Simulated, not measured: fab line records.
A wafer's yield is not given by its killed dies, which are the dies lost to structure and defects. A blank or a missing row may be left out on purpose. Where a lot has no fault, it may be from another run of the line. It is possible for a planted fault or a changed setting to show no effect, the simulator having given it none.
Struck lot and sound lot, side by side || flow nand harc || 14 steps out of a route of 1159
Sound: wafers L823.2, L823.3, L823.6. Wafers L829.2, L829.4, L829.6 were the ones struck. Last of all comes the cause.
Order at every step that has rows: each side's tool, ch and its chambers, its first start. Under that, the readings that differ: sound wafers || struck wafers || difference of the means || sigmas: that difference in standard deviations of wafers without a fault.
alike: same words and numbers on both sides, and readings whose means sit less than 2 such deviations apart. not compared: any withheld reading, any reading some wafer has no value for, any bound like >300 that may hide the same value, and any number with overlapping values for which the record gives no deviation.
A row with sigmas, a row that says differs or no value, or rows on one side alone: a step with any of these is where the two part. Numbers that have no deviation but don't overlap get no sigmas and don't part them. A reading that every wafer of one side lacks parts them only if that side has two wafers or more.

first, 7 steps without rows for these wafers: NHARC_A_STAIRCASE_COAT_178; NHARC_A_STAIRCASE_SOFTBAKE_179 (time 170 s); NHARC_A_STAIRCASE_EBR_180; NHARC_A_STAIRCASE_EXPOSE_181 (exposes mask STAIR 2); NHARC_A_STAIRCASE_PEB_182 (peb time 130 s); NHARC_A_STAIRCASE_DEVELOP_183 (time 140 s); NHARC_A_STAIRCASE_HARDBAKE_185 (time 140 s).
NHARC_A_STAIRCASE_DESCUM_186: chemistry O2, time 3 s.
  sound on rie diel-13 ch 0,3, day 12 10:15; struck on rie diel-06 ch 0,1,3, day 14 05:49
  alike: chamber pressure mTorr, drypump motor current A, oes product au, rf vpp V, showerhead plenum p Torr, throttle valve pct
  not compared: rf hours counter h
NHARC_A_STAIRCASE_TRIM_187: chemistry O2, time 211.2 s.
  sound on rie diel-13 ch 0,1,2, day 12 10:21; struck on rie diel-06 ch 0,1,3, day 14 05:55
  alike: chamber pressure mTorr, drypump motor current A, oes product au, rf vpp V, showerhead plenum p Torr, throttle valve pct
  not compared: rf hours counter h
NHARC_A_STAIRCASE_ETCH_188: etches the open film in C4F8/O2, target depth 100 nm, time 40.5 s.
  sound: rie diel-13 ch 1,2; struck: rie diel-06 ch 2,3
  alike: chamber pressure mTorr, oes product au, rf vpp V, run length s
  not compared: rf hours counter h
NHARC_A_STAIRCASE_TRIM_189: chemistry O2, time 211.2 s.
  sound: rie diel-13 ch 0,3; struck: rie diel-06 ch 0,1,3
  alike: chamber pressure mTorr, drypump motor current A, oes product au, rf vpp V, showerhead plenum p Torr, throttle valve pct
  not compared: rf hours counter h
NHARC_A_STAIRCASE_ETCH_190: etches the open film in C4F8/O2, target depth 100 nm, time 40.5 s.
  sound on rie diel-13 ch 0,2, day 12 10:47; struck on rie diel-06 ch 0,2,3, day 14 06:35
{"reading": "run length s (s)", "sound": "62.4 61.9 61.5", "struck": "52.1 51.9 51.8", "difference": -10.0, "sigmas": -26}
  alike: chamber pressure mTorr, oes product au, rf vpp V
  not compared: rf hours counter h
NHARC_A_STAIRCASE_TRIM_191: chemistry O2, time 211.2 s.
  sound: rie diel-13 ch 1,2,3; struck: rie diel-06 ch 1,2,3
  alike: chamber pressure mTorr, drypump motor current A, oes product au, rf vpp V, showerhead plenum p Torr, throttle valve pct
  not compared: rf hours counter h
-- the record jumps here: 9 days lie between the struck wafers' starts before and after (it left off in module A_STAIRCASE and takes up again in module END, whose first step shown is number 1159 of the route) --
NHARC_END_SORT_01:
  here the record holds rows for the struck wafers (prober-01 ch 0, day 22 21:25) but none for the sound ones

== WHERE THEY PART ==
Last at NHARC_END_SORT_01 as far as this record goes, first at NHARC_A_STAIRCASE_ETCH_190.

WHY: what the simulator had put in
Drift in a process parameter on rie diel-06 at NHARC_A_STAIRCASE_ETCH_190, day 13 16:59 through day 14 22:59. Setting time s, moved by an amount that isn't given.
